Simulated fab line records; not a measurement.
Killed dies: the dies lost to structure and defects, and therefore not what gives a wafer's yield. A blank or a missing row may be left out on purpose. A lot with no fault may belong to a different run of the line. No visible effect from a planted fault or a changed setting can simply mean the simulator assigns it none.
Which of the tools did it? / flow n5-finfet / Sampling: 11 lots, 32 wafers, 3 of 1938 route steps

WHAT THE GAUGES SHOWED, per wafer
N5_MIM_TOP_LITHO_INSPECT_12: inspects for defects (macro).
lot=L221; measured=day 12 00:38; on=defect-inspect-02; raw-defect-count=1 0 3
lot=L222; measured=day 12 04:26; on=defect-inspect-02; raw-defect-count=4 3 0
lot=L225; measured=day 12 10:15; on=defect-inspect-01; raw-defect-count=3 3 3
lot=L226; measured=day 12 20:23; on=defect-inspect-01; raw-defect-count=2 3 1
lot=L227; measured=day 12 20:50; on=defect-inspect-02; raw-defect-count=3 2 3
lot=L228; measured=day 13 15:37; on=defect-inspect-02; raw-defect-count=3 3 3
lot=L229; measured=day 13 23:42; on=defect-inspect-01; raw-defect-count=2 2 1
lot=L230; measured=day 14 07:01; on=defect-inspect-02; raw-defect-count=1 0 3
lot=L233; measured=day 14 22:09; on=defect-inspect-01; raw-defect-count=2 1 3
lot=L240; measured=day 16 18:10; on=defect-inspect-02; raw-defect-count=2 2 1
lot=L239; measured=day 16 21:13; on=defect-inspect-02; raw-defect-count=3 2

WHICH TOOL RAN EACH LOT (tool, then ch and the chambers of the sampled wafers, then the start)
lot=L221; N5_PASSIVATION_PECVD_00=pecvd-01 ch 0,2, day 11 22:08; N5_MIM_TOP_ALD_02=ald-hk-01 ch 0,2,3, day 12 00:38 or earlier
lot=L222; N5_PASSIVATION_PECVD_00=pecvd-02 ch 0,1,2, day 12 01:02; N5_MIM_TOP_ALD_02=ald-hk-03 ch 0,3, day 12 04:26 or earlier
lot=L225; N5_PASSIVATION_PECVD_00=pecvd-02 ch 0,2, day 12 08:24; N5_MIM_TOP_ALD_02=ald-hk-03 ch 1,2,3, day 12 10:15 or earlier
lot=L226; N5_PASSIVATION_PECVD_00=pecvd-01 ch 0,2, day 12 17:19; N5_MIM_TOP_ALD_02=ald-hk-03 ch 0,3, day 12 20:23 or earlier
lot=L227; N5_PASSIVATION_PECVD_00=pecvd-01 ch 0,1,2, day 12 19:05; N5_MIM_TOP_ALD_02=ald-hk-01 ch 1,2,3, day 12 20:50 or earlier
lot=L228; N5_PASSIVATION_PECVD_00=pecvd-01 ch 0,1,2, day 13 13:12; N5_MIM_TOP_ALD_02=ald-hk-02 ch 0,1,2, day 13 15:37 or earlier
lot=L229; N5_PASSIVATION_PECVD_00=pecvd-02 ch 1,2, day 13 20:19; N5_MIM_TOP_ALD_02=ald-hk-02 ch 0,1, day 13 23:42 or earlier
lot=L230; N5_PASSIVATION_PECVD_00=pecvd-02 ch 0,1, day 14 04:55; N5_MIM_TOP_ALD_02=ald-hk-02 ch 0,2,3, day 14 07:01 or earlier
lot=L233; N5_PASSIVATION_PECVD_00=pecvd-01 ch 0,2, day 14 20:43; N5_MIM_TOP_ALD_02=ald-hk-01 ch 0,1,2, day 14 22:09 or earlier
lot=L240; N5_PASSIVATION_PECVD_00=pecvd-02 ch 0,1,2, day 16 15:34; N5_MIM_TOP_ALD_02=ald-hk-03 ch 1,3, day 16 18:10 or earlier
lot=L239; N5_PASSIVATION_PECVD_00=pecvd-01 ch 0,2, day 16 15:51; N5_MIM_TOP_ALD_02=ald-hk-01 ch 0,1, day 16 21:13 or earlier
- N5_PASSIVATION_PECVD_00: deposits SiO2 from SiH4/N2O, target thk 200 nm, time 11.2 s.
- N5_MIM_TOP_ALD_02: deposits Al2O3, purge time 3 s, co reactant pulse time 3 s.

THE ANSWER, worked out from the rows above alone
Rule: the lots themselves supply what counts as usual. The widest of any qualifying gaps counts: lots, ordered by their means at a reading, are off when they make up no more than a third of the lots, leave a main group of 4 or more, and stand apart from it by 3 or more times the standard deviation of that group's means. A main group whose means are all the same, to the digits that the tables above print for the reading, isn't used. Also off: a lot with no number at a reading for which 4 or more lots have one. Any other lot the step has rows for is counted as sound.
None of the lots is off at any reading shown; this tells nothing.

WHAT THE SIMULATOR PUT IN
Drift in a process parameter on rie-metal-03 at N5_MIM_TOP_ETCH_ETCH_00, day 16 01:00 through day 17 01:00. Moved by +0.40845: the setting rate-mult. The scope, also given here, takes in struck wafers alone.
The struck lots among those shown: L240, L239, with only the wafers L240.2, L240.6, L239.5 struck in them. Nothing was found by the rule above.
